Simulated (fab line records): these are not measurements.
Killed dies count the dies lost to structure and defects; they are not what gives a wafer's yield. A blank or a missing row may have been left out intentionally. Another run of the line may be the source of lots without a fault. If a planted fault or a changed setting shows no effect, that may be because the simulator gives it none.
What tool caused it? :: flow n5Finfet :: 33 wafers from 11 lots sampled at 5 of the route's 1938 steps

== WHAT THE GAUGES SHOWED, per wafer ==
N5_WELL_APT_OVL_MEAS_09. Usual: for NWELL_OVL the level is -1 nm and the standard deviation is 5.4.
lot: L671
measured: day 1 20:05
on: overlay-02
NWELL_OVL (nm): -13 -11 -13
flag: 

lot: L672
measured: day 2 01:43
on: overlay-02
NWELL_OVL (nm): -5 -4 -2
flag: 

lot: L677
measured: day 3 07:38
on: overlay-02
NWELL_OVL (nm): 1 2 -4
flag: 

lot: L678
measured: day 3 13:55
on: overlay-02
NWELL_OVL (nm): -2 4 0
flag: 

lot: L680
measured: day 4 01:47
on: overlay-02
NWELL_OVL (nm): 1 -1 1
flag: 

lot: L686
measured: day 5 14:02
on: overlay-01
NWELL_OVL (nm): 1 -7 -1
flag: 

lot: L687
measured: day 5 19:50
on: overlay-01
NWELL_OVL (nm): 0 -4 -6
flag: 

lot: L688
measured: day 6 02:02
on: overlay-01
NWELL_OVL (nm): -4 4 -2
flag: 

lot: L689
measured: day 6 07:35
on: overlay-02
NWELL_OVL (nm): 1 1 4
flag: 

lot: L692
measured: day 7 01:46
on: overlay-02
NWELL_OVL (nm): -7 -10 -9
flag: 

lot: L693
measured: day 7 07:54
on: overlay-02
NWELL_OVL (nm): -2 -1 -3
flag: 

N5_WELL_APT_CD_MEAS_25: target cd 200 nm. Usual: cdNm 200.5 nm, standard deviation 1.5.
lot: L671
measured: day 1 21:25
on: cdSem-03
cdNm (nm): 199.0 199.7 199.9
flag: 

lot: L672
measured: day 2 03:58
on: cdSem-02
cdNm (nm): 200.0 199.1 200.7
flag: 

lot: L677
measured: day 3 08:44
on: cdSem-03
cdNm (nm): 202.3 201.5 199.3
flag: 

lot: L678
measured: day 3 15:03
on: cdSem-02
cdNm (nm): 198.7 200.1 200.9
flag: 

lot: L680
measured: day 4 03:01
on: cdSem-02
cdNm (nm): 198.6 200.8 200.9
flag: 

lot: L686
measured: day 5 15:08
on: cdSem-03
cdNm (nm): 199.7 200.6 200.6
flag: 

lot: L687
measured: day 5 21:04
on: cdSem-01
cdNm (nm): 197.5 198.3 197.9
flag: 

lot: L688
measured: day 6 03:10
on: cdSem-01
cdNm (nm): 199.4 198.5 201.8
flag: 

lot: L689
measured: day 6 08:43
on: cdSem-03
cdNm (nm): 201.5 200.8 200.0
flag: 

lot: L692
measured: day 7 03:02
on: cdSem-02
cdNm (nm): 198.8 200.5 201.3
flag: 

lot: L693
measured: day 7 09:09
on: cdSem-01
cdNm (nm): 203.9 202.7 202.9
flag: 

N5_WELL_APT_INSPECT_27: inspects for defects (macro). Usual: rawDefectCount 2.2, standard deviation 1.4.
lot: L671
measured: day 1 21:28
on: defectInspect-01
rawDefectCount: 2 2 1
flag: 

lot: L672
measured: day 2 04:02
on: defectInspect-01
rawDefectCount: 1 3 2
flag: 

lot: L677
measured: day 3 08:47
on: defectInspect-01
rawDefectCount: 3 4 2
flag: 

lot: L678
measured: day 3 15:06
on: defectInspect-02
rawDefectCount: 1 2 0
flag: 

lot: L680
measured: day 4 03:04
on: defectInspect-02
rawDefectCount: 2 2 4
flag: 

lot: L686
measured: day 5 15:11
on: defectInspect-02
rawDefectCount: 3 0 0
flag: 

lot: L687
measured: day 5 21:08
on: defectInspect-02
rawDefectCount: 3 1 2
flag: 

lot: L688
measured: day 6 03:13
on: defectInspect-02
rawDefectCount: 2 3 2
flag: 

lot: L689
measured: day 6 08:47
on: defectInspect-01
rawDefectCount: 3 2 4
flag: 

lot: L692
measured: day 7 03:05
on: defectInspect-01
rawDefectCount: 1 5 1
flag: 

lot: L693
measured: day 7 09:13
on: defectInspect-01
rawDefectCount: 1 1 1
flag: 

N5_BEOL_M4_RC_MEAS_101. Usual: DIBL_N 36.4 mV/V, standard deviation 1.5; DIBL_P 35.8 mV/V, standard deviation 1.7; IOFF_N 0.154 nA/um, standard deviation 0.022; IOFF_P 0.21 nA/um, standard deviation 0.031; ION_N 672 uA/um, standard deviation 8.8; ION_P 462 uA/um, standard deviation 7.2; SS_N 71.5 mV/dec, standard deviation 0.53; SS_P 73.2 mV/dec, standard deviation 0.62; VT_N 250.4 mV, standard deviation 2.5; VT_P -250 mV, standard deviation 3.5.
lot: L671
measured: day 8 03:09
on: prober-01
DIBL_N (mV/V): 37.2 38.6 37.5
DIBL_P (mV/V): 36.9 38.1 36.5
IOFF_N (nA/um): 0.157 0.177 0.162
IOFF_P (nA/um): 0.24 0.26 0.23
ION_N (uA/um): 676 668 657
ION_P (uA/um): 464 462 459
SS_N (mV/dec): 71.4 71.9 71.5
SS_P (mV/dec): 73.3 73.2 73.3
VT_N (mV): 248.2 253.6 249.9
VT_P (mV): -248 -247 -248
flag: 

lot: L672
measured: day 8 08:09
on: prober-02
DIBL_N (mV/V): 39.1 37.0 38.7
DIBL_P (mV/V): 37.5 35.0 37.1
IOFF_N (nA/um): 0.180 0.145 0.173
IOFF_P (nA/um): 0.20 0.17 0.19
ION_N (uA/um): 663 666 667
ION_P (uA/um): 450 451 459
SS_N (mV/dec): 72.1 71.4 71.7
SS_P (mV/dec): 74.1 73.2 73.4
VT_N (mV): 247.2 251.9 249.3
VT_P (mV): -253 -254 -253
flag: 

lot: L677
measured: day 10 07:44
on: prober-02
DIBL_N (mV/V): 36.9 35.0 33.3
DIBL_P (mV/V): 35.8 32.7 30.2
IOFF_N (nA/um): 0.173 0.126 0.109
IOFF_P (nA/um): 0.23 0.18 0.15
ION_N (uA/um): 685 672 667
ION_P (uA/um): 470 463 459
SS_N (mV/dec): 71.2 71.3 70.4
SS_P (mV/dec): 73.4 73.2 71.5
VT_N (mV): 246.9 252.6 251.0
VT_P (mV): -246 -253 -253
flag: 

lot: L678
measured: day 11 07:40
on: prober-01
DIBL_N (mV/V): 36.3 36.8 36.4
DIBL_P (mV/V): 37.0 37.3 37.7
IOFF_N (nA/um): 0.138 0.147 0.150
IOFF_P (nA/um): 0.22 0.22 0.22
ION_N (uA/um): 667 666 674
ION_P (uA/um): 464 465 465
SS_N (mV/dec): 70.6 71.3 71.2
SS_P (mV/dec): 72.6 73.3 73.1
VT_N (mV): 252.3 250.6 250.0
VT_P (mV): -249 -247 -245
flag: 

lot: L680
measured: day 11 04:04
on: prober-01
DIBL_N (mV/V): 37.0 35.6 37.3
DIBL_P (mV/V): 35.7 34.9 37.0
IOFF_N (nA/um): 0.159 0.139 0.179
IOFF_P (nA/um): 0.23 0.21 0.25
ION_N (uA/um): 670 667 684
ION_P (uA/um): 468 463 477
SS_N (mV/dec): 72.1 71.1 71.4
SS_P (mV/dec): 72.6 72.8 73.5
VT_N (mV): 249.8 251.1 246.8
VT_P (mV): -246 -246 -245
flag: 

lot: L686
measured: day 12 18:56
on: prober-02
DIBL_N (mV/V): 33.1 35.5 35.6
DIBL_P (mV/V): 33.4 35.7 35.9
IOFF_N (nA/um): 0.123 0.154 0.161
IOFF_P (nA/um): 0.19 0.22 0.23
ION_N (uA/um): 674 674 662
ION_P (uA/um): 468 465 465
SS_N (mV/dec): 70.9 71.4 71.3
SS_P (mV/dec): 72.5 73.0 72.5
VT_N (mV): 250.5 248.8 248.0
VT_P (mV): -251 -247 -248
flag: 

lot: L687
measured: day 12 21:00
on: prober-02
DIBL_N (mV/V): 35.7 35.2 36.8
DIBL_P (mV/V): 34.0 35.1 36.5
IOFF_N (nA/um): 0.140 0.140 0.166
IOFF_P (nA/um): 0.22 0.23 0.26
ION_N (uA/um): 665 661 679
ION_P (uA/um): 466 467 473
SS_N (mV/dec): 71.0 71.2 71.3
SS_P (mV/dec): 72.2 72.9 73.4
VT_N (mV): 254.9 252.9 251.1
VT_P (mV): -248 -247 -244
flag: 

lot: L688
measured: day 12 23:16
on: prober-01
DIBL_N (mV/V): 35.4 38.2 38.8
DIBL_P (mV/V): 35.9 39.0 39.3
IOFF_N (nA/um): 0.148 0.212 0.219
IOFF_P (nA/um): 0.21 0.28 0.29
ION_N (uA/um): 682 695 686
ION_P (uA/um): 465 480 467
SS_N (mV/dec): 70.6 71.5 71.9
SS_P (mV/dec): 73.6 73.9 73.8
VT_N (mV): 249.6 244.6 246.8
VT_P (mV): -249 -244 -241
flag: 

lot: L689
measured: day 13 00:23
on: prober-01
DIBL_N (mV/V): 35.8 36.6 36.8
DIBL_P (mV/V): 34.6 36.0 36.4
IOFF_N (nA/um): 0.141 0.164 0.162
IOFF_P (nA/um): 0.18 0.19 0.20
ION_N (uA/um): 670 681 674
ION_P (uA/um): 459 462 466
SS_N (mV/dec): 71.2 71.5 72.1
SS_P (mV/dec): 71.9 72.6 73.2
VT_N (mV): 251.1 250.5 250.2
VT_P (mV): -251 -250 -251
flag: 

lot: L692
measured: day 13 12:50
on: prober-01
DIBL_N (mV/V): 35.1 36.8 36.6
DIBL_P (mV/V): 33.8 36.1 35.9
IOFF_N (nA/um): 0.138 0.174 0.166
IOFF_P (nA/um): 0.20 0.25 0.23
ION_N (uA/um): 674 677 688
ION_P (uA/um): 470 461 474
SS_N (mV/dec): 71.1 72.0 71.8
SS_P (mV/dec): 72.7 73.0 73.3
VT_N (mV): 249.0 248.0 248.0
VT_P (mV): -247 -247 -248
flag: 

lot: L693
measured: day 14 10:36
on: prober-02
DIBL_N (mV/V): 36.9 37.7 37.4
DIBL_P (mV/V): 35.3 36.1 35.3
IOFF_N (nA/um): 0.148 0.170 0.148
IOFF_P (nA/um): 0.20 0.21 0.19
ION_N (uA/um): 680 679 672
ION_P (uA/um): 458 459 461
SS_N (mV/dec): 70.7 72.0 71.9
SS_P (mV/dec): 72.9 73.4 72.2
VT_N (mV): 251.6 249.5 249.1
VT_P (mV): -250 -251 -251
flag: 

== EACH LOT AND THE TOOL THAT RAN IT (in order: tool; ch and the chambers of the sampled wafers; start) ==
lot: L671
N5_ZERO_LAYER_STRIP_19: wetBench-06 ch 0,4,5, day 1 19:06

lot: L672
N5_ZERO_LAYER_STRIP_19: wetBench-03 ch 3,5,7, day 2 00:59

lot: L677
N5_ZERO_LAYER_STRIP_19: wetBench-04 ch 4,5,6, day 3 07:01

lot: L678
N5_ZERO_LAYER_STRIP_19: wetBench-04 ch 3,4,5, day 3 13:19

lot: L680
N5_ZERO_LAYER_STRIP_19: wetBench-04 ch 2,3,5, day 4 01:09

lot: L686
N5_ZERO_LAYER_STRIP_19: wetBench-06 ch 1,2,7, day 5 13:18

lot: L687
N5_ZERO_LAYER_STRIP_19: wetBench-04 ch 0,2,3, day 5 19:06

lot: L688
N5_ZERO_LAYER_STRIP_19: wetBench-04 ch 1,4,6, day 6 01:17

lot: L689
N5_ZERO_LAYER_STRIP_19: wetBench-06 ch 0,3,4, day 6 06:59

lot: L692
N5_ZERO_LAYER_STRIP_19: wetBench-03 ch 0,2,7, day 7 00:59

lot: L693
N5_ZERO_LAYER_STRIP_19: wetBench-03 ch 1,4,5, day 7 07:17
- N5_ZERO_LAYER_STRIP_19: strips in SPM, time 900 s.

== AS READ BY THE TOOLS THEMSELVES (means over the sampled wafers that have a number; for cases with no such wafer, the mark the record gives instead) ==
N5_ZERO_LAYER_STRIP_19. Usual: bathGuardTempC 129.9 C, standard deviation 0.49; bathHeatDutyPct 15.0 %, standard deviation 1.6.
lot: L671
tool: wetBench-06
bathGuardTempC (C): 130.0
bathHeatDutyPct (%): 14.7
flag: 

lot: L672
tool: wetBench-03
bathGuardTempC (C): 129.8
bathHeatDutyPct (%): 15.0
flag: 

lot: L677
tool: wetBench-04
bathGuardTempC (C): 130.0
bathHeatDutyPct (%): 15.1
flag: 

lot: L678
tool: wetBench-04
bathGuardTempC (C): 130.0
bathHeatDutyPct (%): 15.5
flag: 

lot: L680
tool: wetBench-04
bathGuardTempC (C): 129.6
bathHeatDutyPct (%): 15.3
flag: 

lot: L686
tool: wetBench-06
bathGuardTempC (C): 129.9
bathHeatDutyPct (%): 15.4
flag: 

lot: L687
tool: wetBench-04
bathGuardTempC (C): -
bathHeatDutyPct (%): -
flag: OFF

lot: L688
tool: wetBench-04
bathGuardTempC (C): -
bathHeatDutyPct (%): -
flag: OFF

lot: L689
tool: wetBench-06
bathGuardTempC (C): -
bathHeatDutyPct (%): -
flag: OFF

lot: L692
tool: wetBench-03
bathGuardTempC (C): 129.6
bathHeatDutyPct (%): 16.0
flag: 

lot: L693
tool: wetBench-03
bathGuardTempC (C): 129.4
bathHeatDutyPct (%): 15.8
flag: 

== THE ANSWER, worked out from the rows above alone ==
Rule: a lot is off if the mean of its wafers that have a number lies more than 3 standard deviations from the usual mean. A lot without any number at a reading at which 4 lots or more have one is off too. All remaining lots with rows at the step are treated as sound. The gauges are gone through in route order, then the tools' own readings, and for those a lot's mean is taken as printed above. The first step at which some lot is off is used, and at that step the reading that is off furthest; a lot without a number counts as furthest.
Off at N5_ZERO_LAYER_STRIP_19 (bathGuardTempC): L687, L688, L689. Without a number there: L687, L688, L689.
If a tool, at that step or one of the process steps before it, ran each lot that is off and ran no sound lot following the first of them, it fits. Not one of the candidates tried fits.

== WHAT THE SIMULATOR HAD INSERTED ==
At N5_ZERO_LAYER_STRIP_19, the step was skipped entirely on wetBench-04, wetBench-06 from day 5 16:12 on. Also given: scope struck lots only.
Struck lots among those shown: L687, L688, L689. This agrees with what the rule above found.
